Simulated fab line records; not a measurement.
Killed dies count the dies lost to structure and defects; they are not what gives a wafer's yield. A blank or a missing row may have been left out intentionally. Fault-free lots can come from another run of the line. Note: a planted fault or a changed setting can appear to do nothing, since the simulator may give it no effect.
Shared-tool check || flow n5Finfet || Sampled: 11 lots, 33 wafers

## THE REASON FOR OPENING IT
Flagged at N5_PASSIVATION_CD_MEAS_30: reading cdNm, on 2 of 11 lots. Wafers without a fault read 4000.3 nm, standard deviation 1.3.
Rule: a lot is flagged when every wafer of it that has a number lies more than 4 standard deviations from that mean, or none has a number. As for the other lots, they are considered sound.

{"lot": "L733", "measured": "day 11 19:32", "on": "cdSem-03", "cdNm (nm), wafer by wafer": "4000.9 3999.9 4000.5", "flag": ""}
{"lot": "L735", "measured": "day 12 04:02", "on": "cdSem-03", "cdNm (nm), wafer by wafer": "4000.8 4000.0 4000.4", "flag": ""}
{"lot": "L736", "measured": "day 13 05:29", "on": "cdSem-02", "cdNm (nm), wafer by wafer": "4001.8 4001.6 4000.2", "flag": ""}
{"lot": "L737", "measured": "day 13 22:53", "on": "cdSem-03", "cdNm (nm), wafer by wafer": "3998.5 3999.5 3999.5", "flag": ""}
{"lot": "L740", "measured": "day 14 10:17", "on": "cdSem-01", "cdNm (nm), wafer by wafer": "4002.2 4001.9 4002.5", "flag": ""}
{"lot": "L742", "measured": "day 14 20:54", "on": "cdSem-01", "cdNm (nm), wafer by wafer": "3998.4 3999.9 3999.2", "flag": ""}
{"lot": "L744", "measured": "day 16 05:04", "on": "cdSem-02", "cdNm (nm), wafer by wafer": "3939.7 3939.7 3940.5", "flag": "FLAGGED"}
{"lot": "L747", "measured": "day 16 08:12", "on": "cdSem-03", "cdNm (nm), wafer by wafer": "3938.7 3939.2 3939.2", "flag": "FLAGGED"}
{"lot": "L748", "measured": "day 16 09:27", "on": "cdSem-02", "cdNm (nm), wafer by wafer": "3999.7 4001.2 3999.3", "flag": ""}
{"lot": "L752", "measured": "day 17 11:13", "on": "cdSem-03", "cdNm (nm), wafer by wafer": "3999.3 3999.5 3998.9", "flag": ""}
{"lot": "L756", "measured": "day 19 10:05", "on": "cdSem-02", "cdNm (nm), wafer by wafer": "4001.7 4001.1 4000.6", "flag": ""}
The mean of the flagged lots' numbers is 3939.5 nm, -60.8 nm from the usual (-47 standard deviations).

## LOT BY LOT: THE TOOL USED
2 process steps preceding the reading are held in the record, out of 1938 steps in the route. Cell contents, in order: the tool; ch with the chambers the sampled wafers went through; the start.
{"lot": "L733", "flag": "", "N5_MIM_TOP_ALD_01": "aldHk-02 ch 0,1, day 11 19:22 or earlier", "N5_PASSIVATION_EXPOSE_27": "krfScanner-02 ch 0, day 11 19:22"}
{"lot": "L735", "flag": "", "N5_MIM_TOP_ALD_01": "aldHk-01 ch 1,2,3, day 12 03:52 or earlier", "N5_PASSIVATION_EXPOSE_27": "krfScanner-02 ch 0, day 12 03:52"}
{"lot": "L736", "flag": "", "N5_MIM_TOP_ALD_01": "aldHk-03 ch 0,2,3, day 13 05:19 or earlier", "N5_PASSIVATION_EXPOSE_27": "krfScanner-02 ch 0, day 13 05:19"}
{"lot": "L737", "flag": "", "N5_MIM_TOP_ALD_01": "aldHk-03 ch 1,2,3, day 13 22:43 or earlier", "N5_PASSIVATION_EXPOSE_27": "krfScanner-02 ch 0, day 13 22:43"}
{"lot": "L740", "flag": "", "N5_MIM_TOP_ALD_01": "aldHk-02 ch 1,2, day 14 10:07 or earlier", "N5_PASSIVATION_EXPOSE_27": "krfScanner-01 ch 0, day 14 10:07"}
{"lot": "L742", "flag": "", "N5_MIM_TOP_ALD_01": "aldHk-03 ch 0,2, day 14 20:43 or earlier", "N5_PASSIVATION_EXPOSE_27": "krfScanner-01 ch 0, day 14 20:43"}
{"lot": "L744", "flag": "FLAGGED", "N5_MIM_TOP_ALD_01": "aldHk-02 ch 0,2, day 16 04:54 or earlier", "N5_PASSIVATION_EXPOSE_27": "krfScanner-02 ch 0, day 16 04:54"}
{"lot": "L747", "flag": "FLAGGED", "N5_MIM_TOP_ALD_01": "aldHk-03 ch 0,1,3, day 16 08:01 or earlier", "N5_PASSIVATION_EXPOSE_27": "krfScanner-02 ch 0, day 16 08:01"}
{"lot": "L748", "flag": "", "N5_MIM_TOP_ALD_01": "aldHk-02 ch 2,3, day 16 09:17 or earlier", "N5_PASSIVATION_EXPOSE_27": "krfScanner-01 ch 0, day 16 09:17"}
{"lot": "L752", "flag": "", "N5_MIM_TOP_ALD_01": "aldHk-03 ch 0,1,3, day 17 11:02 or earlier", "N5_PASSIVATION_EXPOSE_27": "krfScanner-01 ch 0, day 17 11:02"}
{"lot": "L756", "flag": "", "N5_MIM_TOP_ALD_01": "aldHk-02 ch 0,3, day 19 09:55 or earlier", "N5_PASSIVATION_EXPOSE_27": "krfScanner-01 ch 0, day 19 09:55"}
What the steps here do:
- N5_MIM_TOP_ALD_01: deposits HfO2, target thk 5.6 nm, pulse time 1 s, purge time 3 s.
- N5_PASSIVATION_EXPOSE_27: exposes mask PAD, defocus 0 nm.
- N5_PASSIVATION_CD_MEAS_30: target cd 4000 nm.

## FLAGGED OVER TOTAL, TOOL BY TOOL (the gauges that took the reading come last)
{"step": "N5_MIM_TOP_ALD_01", "tool": "aldHk-01", "lots run": 1, "flagged": 0, "share of the flagged lots": "none", "sound lots run after its first flagged lot": "-"}
{"step": "N5_MIM_TOP_ALD_01", "tool": "aldHk-02", "lots run": 5, "flagged": 1, "share of the flagged lots": "some", "sound lots run after its first flagged lot": "2 (L748,L756)"}
{"step": "N5_MIM_TOP_ALD_01", "tool": "aldHk-03", "lots run": 5, "flagged": 1, "share of the flagged lots": "some", "sound lots run after its first flagged lot": "1 (L752)"}
{"step": "N5_PASSIVATION_EXPOSE_27", "tool": "krfScanner-01", "lots run": 5, "flagged": 0, "share of the flagged lots": "none", "sound lots run after its first flagged lot": "-"}
{"step": "N5_PASSIVATION_EXPOSE_27", "tool": "krfScanner-02", "lots run": 6, "flagged": 2, "share of the flagged lots": "all", "sound lots run after its first flagged lot": 0}
{"step": "N5_PASSIVATION_CD_MEAS_30", "tool": "cdSem-01", "lots run": 2, "flagged": 0, "share of the flagged lots": "none", "sound lots run after its first flagged lot": "-"}
{"step": "N5_PASSIVATION_CD_MEAS_30", "tool": "cdSem-02", "lots run": 4, "flagged": 1, "share of the flagged lots": "some", "sound lots run after its first flagged lot": "2 (L748,L756)"}
{"step": "N5_PASSIVATION_CD_MEAS_30", "tool": "cdSem-03", "lots run": 5, "flagged": 1, "share of the flagged lots": "some", "sound lots run after its first flagged lot": "1 (L752)"}
N5_MIM_TOP_ALD_01: start missing for some lots; hours and lot order therefore follow N5_PASSIVATION_EXPOSE_27.

## WHAT THE TABLE PERMITS
1 row of the table ran every flagged lot: krfScanner-02 at N5_PASSIVATION_EXPOSE_27.
- krfScanner-02 at N5_PASSIVATION_EXPOSE_27 ran 6 lots, 2 of them flagged. A fault beginning between L737 (day 13 22:43), its last sound lot, and L744 (day 16 04:54), its first flagged one, fits the data. Its own readings lie more than 4 standard deviations out on every wafer of the flagged lots: exposureDoseMJCm2.
What remains is a single tool, krfScanner-02 at N5_PASSIVATION_EXPOSE_27.

## WHAT WAS PUT IN BY THE SIMULATOR
Process parameters drifting: krfScanner-02 at N5_PASSIVATION_EXPOSE_27, beginning at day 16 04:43. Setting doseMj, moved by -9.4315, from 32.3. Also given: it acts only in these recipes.
Struck lots among those shown: L744, L747. The rule above found the same.
